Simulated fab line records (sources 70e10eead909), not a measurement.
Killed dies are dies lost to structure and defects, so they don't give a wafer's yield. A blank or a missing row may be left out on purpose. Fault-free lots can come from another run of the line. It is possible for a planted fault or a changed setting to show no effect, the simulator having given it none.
fab line records	flow nand_harc
record lots=6	wafers=18	last_day=32
route steps=1302 shown A_SGD_CUT@911 A_SLIT@922 END@1302
lots that met no fault: taken from a fault-free run of the same line
start_h: start of the lot's first displayed wafer, in hours after the record's first day	wait_h: hours elapsed since this lot's preceding step	" same as the row above	L1.1+2: a row that stands for several wafers	- no value present, or no start provided	* or withheld: withheld	< > ~ a bound
route shown NAME@n: names a module that has steps shown in the file, with the first one's number in the route	usual: mean and standard deviation over wafers with no fault	same: alike in all rows	chamber/n: place in a boat	sites: per-site readings	_std_site: standard deviation of those values	_edge_site: the outer-site mean with the inner-site mean subtracted	radius_mm: for every site, how far away it sits from the centre of the wafer	mask NAME#n: copy n	behind: the last tool/chamber to shape the wafer	hold: cause of the lot's hold/its duration in hours/its outcome	device: the n, p or np transistor that did not switch	end of line: the same wafers' tests at the end of the route	where a step has no rows: the recipe by itself	killed: count of dies lost to structure and defects at first sort (not the wafer's yield)	map: per-die view of a wafer (x killed, . not killed, _ where there is no die)
set.NAME: the setting the step ran with; set.NAME@STEP: the setting that earlier step ran with	model.NAME: the simulator's own value behind a step, which no gauge read
lots at some steps of the route; a table a step, a row a wafer
services: a tool's chamber out of use, with start hour (start_h, from the record's first day; less than 0 if before it), hours out, and reason
## steps
# step NHARC_A_SGD_CUT_PRECLEAN_18
# recipe time_s=*	temp_c=50	bath_age_min=0	chemistry=SC1
# step NHARC_A_SGD_CUT_SRD_19
# step NHARC_A_SGD_CUT_DEP_20
# recipe target_thk_a=1500	temp_c=65	material=SiO2
# step NHARC_A_SGD_CUT_ANNEAL_27
# recipe temp_c=450	time_s=1800
# step NHARC_A_SGD_CUT_CMP_21
# recipe target_thk_nm=148.19
# usual motor_current_A=12.1/1.1	retaining_ring_pressure_frac=1.000/0.0046	time_to_endpoint_s=51/3.3
lot.wafer	tool	chamber	start_h	wait_h	motor_current_A	retaining_ring_pressure_frac	time_to_endpoint_s
L824.2	cmp-04	1	453.27	0.4	12.7	1.003	45
L824.1	"	3	"	"	12.1	1.000	48
L824.6	"	2	"	"	13.8	1.003	52
L829.2	cmp-02	2	502.40	0.4	11.4	0.999	51
L829.6	"	0	"	"	12.1	1.003	54
L829.5	"	1	"	"	13.3	1.002	50
L833.2	cmp-03	2	528.21	0.4	10.7	0.988	44
L833.1	"	1	"	"	11.5	1.016	49
L833.5	"	2	"	"	11.8	0.996	47
L837.3	cmp-04	2	558.16	0.4	14.6	0.989	55
L837.2	"	3	"	"	12.0	0.999	52
L837.6	"	2	"	"	14.2	0.998	55
L842.3	cmp-02	3	631.03	0.4	11.5	0.993	46
L842.1	"	0	"	"	11.8	0.999	53
L842.4	"	1	"	"	13.6	0.998	47
L845.3	cmp-02	3	653.20	0.4	11.0	1.007	48
L845.5	"	3	"	"	11.7	1.008	47
L845.6	"	0	"	"	10.9	1.006	51
# step NHARC_A_SGD_CUT_THK_MEAS_22
# recipe thk_meas_gauge=ellipsometry
# usual thk_nm=148.3/1.6
lot.wafer	tool	chamber	start_h	wait_h	thk_nm
L824.1	film_metro-01	-	453.52	0.2	147.4
L824.2	"	-	"	"	145.4
L824.6	"	-	"	"	148.9
L829.2	film_metro-01	-	502.61	0.2	146.6
L829.5	"	-	"	"	145.8
L829.6	"	-	"	"	147.6
L833.1	film_metro-02	-	528.47	0.2	149.4
L833.2	"	-	"	"	148.9
L833.5	"	-	"	"	148.0
L837.2	film_metro-01	-	558.39	0.2	146.6
L837.3	"	-	"	"	149.4
L837.6	"	-	"	"	150.2
L842.1	film_metro-01	-	631.28	0.2	148.5
L842.3	"	-	"	"	149.5
L842.4	"	-	"	"	144.6
L845.3	film_metro-02	-	653.45	0.2	145.9
L845.5	"	-	"	"	148.0
L845.6	"	-	"	"	149.2
# step NHARC_A_SGD_CUT_SRD_23
# step NHARC_A_SGD_CUT_ETCH_26
# recipe target_depth_a=458	chemistry=dHF	material=SiO2
# step NHARC_A_SGD_CUT_ETCHBACK_24
# recipe target_depth_a=500	over_etch_frac=0.3	time_s=92.857	ion_energy_ev=120	ch3f_flow_sccm=50	o2_flow_sccm=30	ar_flow_sccm=200	rf_w=500	bias_w=100	chemistry=CH3F/O2
# step NHARC_A_SGD_CUT_STRIP_28
# recipe time_s=20	o2_flow_sccm=500	ar_flow_sccm=0	bias_w=0	chemistry=O2
# usual drypump_motor_current_A=5.8/0.53	oes_product_au=0.994/0.011	rf_vpp_V=57.8/0.86	showerhead_plenum_p_Torr=3.49/0.14	throttle_valve_pct=17.037/0.0095
lot.wafer	tool	chamber	start_h	wait_h	drypump_motor_current_A	oes_product_au	rf_hours_counter_h	rf_vpp_V	showerhead_plenum_p_Torr	throttle_valve_pct
L824.2	rie_diel-04	2	-	-	6.0	0.988	5	56.4	3.37	17.033
L824.1	"	3	"	"	6.1	0.977	5	56.9	3.35	17.049
L824.6	"	1	"	"	5.7	0.989	-	57.7	3.77	17.029
L829.2	rie_diel-11	3	-	-	5.7	0.993	6	58.6	3.75	17.040
L829.5	"	1	"	"	5.8	0.989	-	57.1	3.31	17.021
L829.6	"	2	"	"	6.4	1.004	-	57.2	3.57	17.036
L833.2	rie_diel-04	0	-	-	4.9	1.014	11	56.2	3.42	17.017
L833.1	"	1	"	"	5.7	0.994	10	58.3	3.77	17.028
L833.5	"	0	"	"	4.9	1.012	-	57.8	3.42	17.056
L837.2	rie_diel-12	3	-	-	6.0	0.990	5	57.4	3.54	17.040
L837.3	"	0	"	"	5.0	0.988	5	58.3	3.43	17.051
L837.6	"	3	"	"	6.0	0.982	-	56.6	3.54	17.045
L842.1	rie_diel-04	3	-	-	6.1	0.987	6	55.9	3.34	17.020
L842.4	"	0	"	"	4.9	0.997	6	56.8	3.42	17.054
L842.3	"	1	"	"	5.7	1.017	7	59.2	3.76	17.026
L845.3	rie_diel-11	3	-	-	5.6	1.012	3	56.5	3.74	17.041
L845.6	"	1	"	"	5.8	1.003	-	56.9	3.30	17.032
L845.5	"	2	"	"	6.4	1.011	-	56.8	3.57	17.043
# step NHARC_A_SGD_CUT_INSPECT_25
# usual raw_defect_count=381/87
lot.wafer	tool	chamber	start_h	wait_h	raw_defect_count
L824.1	defect_inspect-01	-	453.99	-	398
L824.2	"	-	"	"	421
L824.6	"	-	"	"	404
L829.2	defect_inspect-01	-	503.07	-	355
L829.5	"	-	"	"	331
L829.6	"	-	"	"	314
L833.1	defect_inspect-02	-	528.94	-	354
L833.2	"	-	"	"	302
L833.5	"	-	"	"	446
L837.2	defect_inspect-01	-	558.85	-	651
L837.3	"	-	"	"	446
L837.6	"	-	"	"	510
L842.1	defect_inspect-01	-	631.75	-	348
L842.3	"	-	"	"	223
L842.4	"	-	"	"	191
L845.3	defect_inspect-02	-	653.92	-	483
L845.5	"	-	"	"	375
L845.6	"	-	"	"	283
# step NHARC_A_SLIT_DEP_25
# recipe target_thk_a=2000	temp_c=400	pressure_torr=6.5	rf_w=900	teos_flow_sccm=161.4	flow_sccm=2650	target_thk_nm=200	gas=O2	material=SiO2
# usual heater_power_w=566/100	throttle_valve_pct=15.9/0.46
lot.wafer	tool	chamber	start_h	wait_h	heater_power_w	throttle_valve_pct
L824.1	pecvd-01	0	454.06	0.1	727	15.2
L824.2	"	1	"	"	437	15.4
L824.6	"	1	"	"	444	15.2
L829.2	pecvd-04	0	503.46	0.4	496	15.8
L829.5	"	0	"	"	500	15.8
L829.6	"	1	"	"	412	15.8
L833.2	pecvd-03	2	529.12	0.2	665	15.8
L833.1	"	0	"	"	559	16.0
L833.5	"	1	"	"	582	16.5
L837.3	pecvd-01	2	558.96	0.1	441	16.1
L837.2	"	0	"	"	664	14.9
L837.6	"	1	"	"	524	15.7
L842.3	pecvd-03	0	631.83	0.1	601	15.7
L842.1	"	1	"	"	638	16.4
L842.4	"	1	"	"	641	16.5
L845.3	pecvd-01	2	654.16	0.2	566	16.4
L845.5	"	1	"	"	546	15.6
L845.6	"	2	"	"	552	15.8
# step NHARC_A_SLIT_DEP_00
# recipe target_thk_a=62000	temp_c=400	material=aC
# usual throttle_valve_pct=35.000/0.0094
lot.wafer	tool	chamber	start_h	wait_h	throttle_valve_pct
L824.1	acl_dep-02	0	454.39	-	34.983
L824.2	"	0	"	"	34.991
L824.6	"	0	457.49	-	34.995
L829.2	acl_dep-02	0	504.43	-	34.994
L829.5	"	0	506.33	-	34.990
L829.6	"	0	"	"	35.023
L833.1	acl_dep-02	0	530.64	-	34.990
L833.2	"	0	"	"	34.998
L833.5	"	0	533.18	-	34.989
L837.2	acl_dep-03	0	562.35	-	35.000
L837.3	"	0	"	"	35.019
L837.6	"	0	564.86	-	34.997
L842.1	acl_dep-03	0	632.20	-	35.004
L842.3	"	0	633.44	-	35.012
L842.4	"	0	"	"	34.990
L845.3	acl_dep-03	0	656.64	2.4	34.992
L845.5	"	0	657.90	3.6	34.997
L845.6	"	0	"	"	34.996
# step NHARC_A_SLIT_DEP_23
# recipe target_thk_a=1000	target_thk_nm=100	temp_c=400	pressure_torr=3.5	flow_sccm=200	rf_w=350	material=SiON
# usual heater_power_w=752/100
lot.wafer	tool	chamber	start_h	wait_h	heater_power_w
L824.2	pecvd-03	2	458.16	2.5	887
L824.1	"	0	"	"	755
L824.6	"	0	"	"	772
L829.2	pecvd-03	1	507.70	2.6	824
L829.5	"	1	"	"	829
L829.6	"	1	"	"	828
L833.2	pecvd-04	1	534.50	2.6	554
L833.1	"	2	"	"	935
L833.5	"	2	"	"	935
L837.2	pecvd-04	0	565.53	2.6	694
L837.3	"	1	"	"	525
L837.6	"	1	"	"	545
L842.1	pecvd-03	2	635.95	3.1	890
L842.3	"	0	"	"	796
L842.4	"	0	"	"	794
L845.3	pecvd-01	2	659.31	2.0	725
L845.5	"	1	"	"	751
L845.6	"	2	"	"	717
# step NHARC_A_SLIT_DEHYDRATE_01
# recipe temp_c=150	time_s=120
# step NHARC_A_SLIT_HMDS_02
# recipe time_s=30
# step NHARC_A_SLIT_COAT_03
# recipe spin_rpm=1500	resist_thk_nm=90
# step NHARC_A_SLIT_SOFTBAKE_04
# recipe temp_c=105	time_s=55
# step NHARC_A_SLIT_EBR_05
# step NHARC_A_SLIT_EXPOSE_06
# recipe na=1.35	dose_mj=60.82	mask_id=SLIT
# step NHARC_A_SLIT_PEB_07
# recipe peb_temp_c=100	peb_time_s=65
# step NHARC_A_SLIT_DEVELOP_08
# recipe develop_time_s=35	dev_temp_c=23
# step NHARC_A_SLIT_CD_MEAS_09
# recipe target_cd_nm=300	landing_energy_ev=500
# usual cd_nm=300.3/0.55
# same landing_energy_ev=500
lot.wafer	tool	chamber	start_h	wait_h	cd_nm
L824.1	cd_sem-01	0	458.69	-	300.7
L824.2	"	0	"	"	301.1
L824.6	"	0	"	"	300.8
L829.2	cd_sem-02	0	508.63	-	299.5
L829.5	"	0	"	"	300.7
L829.6	"	0	"	"	301.0
L833.1	cd_sem-03	0	535.03	-	300.1
L833.2	"	0	"	"	299.8
L833.5	"	0	"	"	300.1
L837.2	cd_sem-02	0	566.19	-	299.9
L837.3	"	0	"	"	300.5
L837.6	"	0	"	"	299.7
L842.1	cd_sem-03	0	636.63	-	301.1
L842.3	"	0	"	"	300.3
L842.4	"	0	"	"	300.4
L845.3	cd_sem-03	0	659.83	-	299.5
L845.5	"	0	"	"	301.3
L845.6	"	0	"	"	300.7
# step NHARC_A_SLIT_OVL_MEAS_10
# usual overlay_x_nm=0.2/0.99	overlay_y_nm=0.0/0.79
lot.wafer	tool	chamber	start_h	wait_h	overlay_x_nm	overlay_y_nm
L824.1	overlay-01	-	458.78	-	1.4	0.7
L824.2	"	-	"	"	1.4	0.5
L824.6	"	-	"	"	1.4	0.2
L829.2	overlay-01	-	508.72	-	0.1	0.1
L829.5	"	-	"	"	0.5	0.1
L829.6	"	-	"	"	-0.2	0.8
L833.1	overlay-02	-	535.11	-	0.7	0.3
L833.2	"	-	"	"	0.8	0.6
L833.5	"	-	"	"	0.8	0.3
L837.2	overlay-02	-	566.28	-	1.5	1.4
L837.3	"	-	"	"	2.2	1.4
L837.6	"	-	"	"	1.4	1.9
L842.1	overlay-01	-	636.72	-	1.4	-0.7
L842.3	"	-	"	"	0.7	-1.1
L842.4	"	-	"	"	1.2	-1.0
L845.3	overlay-01	-	659.91	-	1.6	1.1
L845.5	"	-	"	"	2.0	2.0
L845.6	"	-	"	"	1.1	1.4
# step NHARC_A_SLIT_INSPECT_11
# usual raw_defect_count=54/28
lot.wafer	tool	chamber	start_h	wait_h	hold	raw_defect_count
L824.1	defect_inspect-02	-	458.81	0.0	-	63
L824.2	"	-	"	"	-	51
L824.6	"	-	"	"	-	68
L829.2	defect_inspect-01	-	508.76	0.0	await_dispo/0.2h/release	262
L829.5	"	-	"	"	await_dispo/0.2h/release	313
L829.6	"	-	"	"	await_dispo/0.2h/release	276
L829.2	defect_inspect-01	-	508.93	0.2	-	268
L829.5	"	-	"	"	-	316
L829.6	"	-	"	"	-	281
L833.1	defect_inspect-02	-	535.15	0.0	await_dispo/0.2h/release	323
L833.2	"	-	"	"	await_dispo/0.2h/release	311
L833.5	"	-	"	"	await_dispo/0.2h/release	380
L833.1	defect_inspect-02	-	535.32	0.2	-	341
L833.2	"	-	"	"	-	324
L833.5	"	-	"	"	-	377
L837.2	defect_inspect-01	-	566.32	0.0	-	80
L837.3	"	-	"	"	-	68
L837.6	"	-	"	"	-	78
L842.1	defect_inspect-01	-	636.75	0.0	-	22
L842.3	"	-	"	"	-	20
L842.4	"	-	"	"	-	31
L845.3	defect_inspect-02	-	659.95	0.0	-	15
L845.5	"	-	"	"	-	17
L845.6	"	-	"	"	-	12
# step NHARC_A_SLIT_DESCUM_14
# recipe time_s=3	o2_flow_sccm=200	ar_flow_sccm=0	bias_power_w=0	chemistry=O2
# usual drypump_motor_current_A=5.9/0.46	oes_product_au=0.996/0.012	rf_vpp_V=57.8/0.88	showerhead_plenum_p_Torr=1.89/0.079	throttle_valve_pct=11.312/0.0089
lot.wafer	tool	chamber	start_h	wait_h	hold	drypump_motor_current_A	oes_product_au	rf_hours_counter_h	rf_vpp_V	showerhead_plenum_p_Torr	throttle_valve_pct
L824.1	rie_diel-13	2	458.89	0.1	-	5.9	1.018	8	57.5	1.86	11.314
L824.2	"	3	"	"	-	5.7	0.994	6	57.6	1.90	11.320
L824.6	"	2	"	"	-	5.9	1.013	-	56.9	1.86	11.329
L829.2	rie_diel-08	0	511.71	2.8	await_dispo/2.7h/release	6.0	0.998	8	59.2	2.01	11.313
L829.5	"	3	"	"	await_dispo/2.7h/release	5.6	1.009	-	57.1	1.81	11.307
L829.6	"	0	"	"	await_dispo/2.7h/release	6.0	0.994	-	58.4	2.01	11.312
L833.2	rie_diel-08	2	541.98	6.7	await_dispo/6.6h/release	5.2	1.001	10	57.6	1.92	11.328
L833.1	"	0	"	"	await_dispo/6.6h/release	6.1	1.005	10	58.1	2.01	11.318
L833.5	"	1	"	"	await_dispo/6.6h/release	5.7	1.008	-	58.1	1.85	11.317
L837.2	rie_diel-13	1	566.38	0.1	-	6.0	1.017	2	57.7	2.03	11.306
L837.3	"	3	"	"	-	5.7	0.989	3	57.0	1.90	11.324
L837.6	"	1	"	"	-	6.0	1.010	-	59.5	2.03	11.307
L842.3	rie_diel-06	3	636.81	0.1	-	6.6	0.999	8	58.0	1.92	11.318
L842.4	"	1	"	"	-	5.5	0.997	8	56.8	1.79	11.316
L842.1	"	2	"	"	-	6.7	1.010	7	58.9	1.85	11.307
L845.3	rie_diel-08	0	660.01	0.1	-	6.1	1.015	7	58.6	2.01	11.308
L845.5	"	3	"	"	-	5.7	0.974	-	57.0	1.80	11.313
L845.6	"	0	"	"	-	6.1	1.007	-	58.2	2.01	11.320
# step NHARC_END_SORT_01
# recipe temp_c=25
# usual killed_at_array=58/22	killed_at_other=1.0/1.3	killed_at_periphery=5/3.4	killed_dies=64/22	killed_open=3.6/1.8	killed_short=2.4/1.7
# same gross_dies=677
lot.wafer	tool	chamber	start_h	wait_h	killed_at_array	killed_at_other	killed_at_periphery	killed_dies	killed_open	killed_short
L829.2	prober-01	0	642.20	2.8	98	2	2	102	1	1
L829.5	prober-01	0	644.61	3.7	94	2	3	99	3	0
L829.6	prober-01	0	645.41	4.0	95	4	1	100	2	3
L833.1	prober-02	0	675.65	2.5	126	3	3	132	3	0
L833.2	prober-02	0	676.45	2.8	120	3	5	128	3	3
L833.5	prober-02	0	678.83	3.7	112	1	2	115	3	0
# killed by level:class
L829.2 A_SLIT:unspecified=64 A_CHANNEL_HOLE_D2:chamber_film_flake=12 A_STAIRCASE:chamber_film_flake=9 A_CONTACT:chamber_film_flake=5 A_CHANNEL_HOLE_D1:chamber_film_flake=3 THIN_TSV:chamber_film_flake=2 A_ONON_D1:geometric_particle:open=1 A_M0:geometric_particle:short=1
L829.5 A_SLIT:unspecified=65 A_CHANNEL_HOLE_D2:chamber_film_flake=13 A_STAIRCASE:chamber_film_flake=6 A_CONTACT:chamber_film_flake=4 A_CHANNEL_HOLE_D1:chamber_film_flake=2 THIN_TSV:chamber_film_flake=2 P_CONTACT:geometric_particle:open=1 P_M0:geometric_particle:open=1
L829.6 A_SLIT:unspecified=66 A_CHANNEL_HOLE_D2:chamber_film_flake=10 A_CONTACT:chamber_film_flake=5 THIN_TSV:chamber_film_flake=4 A_CHANNEL_HOLE_D1:chamber_film_flake=3 A_STAIRCASE:chamber_film_flake=3 A_SLIT:chamber_film_flake=2 A_ONON_D1:geometric_particle:short=1
L833.1 A_SLIT:unspecified=66 A_CHANNEL_HOLE_D1:chamber_film_flake=41 A_CHANNEL_HOLE_D2:chamber_film_flake=12 THIN_TSV:chamber_film_flake=3 P_GATE:chamber_film_flake=2 A_SLIT:chamber_film_flake=2 A_CONTACT:chamber_film_flake=2 P_M0:geometric_particle:open=1
L833.2 A_SLIT:unspecified=60 A_CHANNEL_HOLE_D1:chamber_film_flake=33 A_CHANNEL_HOLE_D2:chamber_film_flake=13 P_GATE:chamber_film_flake=5 A_SLIT:chamber_film_flake=3 A_CONTACT:chamber_film_flake=3 THIN_TSV:chamber_film_flake=3 A_ONON_D1:geometric_particle:open=1
L833.5 A_SLIT:unspecified=59 A_CHANNEL_HOLE_D1:chamber_film_flake=33 A_CHANNEL_HOLE_D2:chamber_film_flake=12 A_CONTACT:chamber_film_flake=6 P_M0:geometric_particle:open=1 A_CHANNEL_FILL_D1:geometric_particle:open=1 A_M1:geometric_particle:open=1 P_GATE:chamber_film_flake=1
## services
tool	chamber	start_h	hours	kind
pecvd-04	0	442.72	15.3	repair
pecvd-04	-	450.66	13.0	pm
pecvd-03	2	463.40	7.1	repair
cmp-02	-	467.38	4.0	pm
cmp-02	-	474.68	0.3	repair
rie_diel-04	1	478.88	7.9	repair
acl_dep-03	-	484.28	13.0	pm
pecvd-01	-	492.94	13.0	pm
pecvd-03	2	496.17	17.6	repair
rie_diel-04	0	514.50	6.3	repair
pecvd-01	2	515.13	5.5	repair
rie_diel-04	-	531.95	9.0	pm
rie_diel-08	-	544.80	9.0	pm
pecvd-03	-	547.46	13.0	pm
cmp-02	-	562.43	0.7	repair
cmp-02	-	565.38	4.0	pm
pecvd-01	-	567.99	1.5	repair
pecvd-04	0	579.85	11.2	repair
rie_diel-04	3	593.63	9.0	repair
acl_dep-02	-	607.31	13.0	pm
pecvd-01	-	616.53	1.6	repair
cmp-02	-	617.78	2.6	repair
pecvd-04	1	626.82	13.3	repair
pecvd-04	-	632.25	13.0	pm
## key
first_sign step=NHARC_A_SLIT_INSPECT_11	reading=visit	direction=added
effect step=NHARC_A_SLIT_INSPECT_11	reading=raw_defect_count	direction=up	sigmas=9.3	usual=54	struck=311
effect step=NHARC_END_SORT_01	reading=killed_at_array	direction=up	sigmas=2.3	usual=58	struck=108
more_kills_born_at NHARC_A_SLIT_DEP_00@acl_dep-02=380
met_at NHARC_A_SLIT_DEP_00
struck_wafers L829.2,L829.5,L829.6,L833.1,L833.2,L833.5
tester_left_out L829,L833
onset_between 454.39 504.43
fault kind=chamber_particle_source	tool=acl_dep-02	chamber=-	onset_h=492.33	steps=NHARC_A_SLIT_DEP_00	rate_per_visit_cm2=0.38841	end_h=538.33
# tester_left_out: of these lots the tester's yield and bins aren't shown, on N5 and GAA mostly nor the transistor test; their killed dies are dies lost to structure and defects alone, not to doping, threshold or leakage, so they don't give the yield
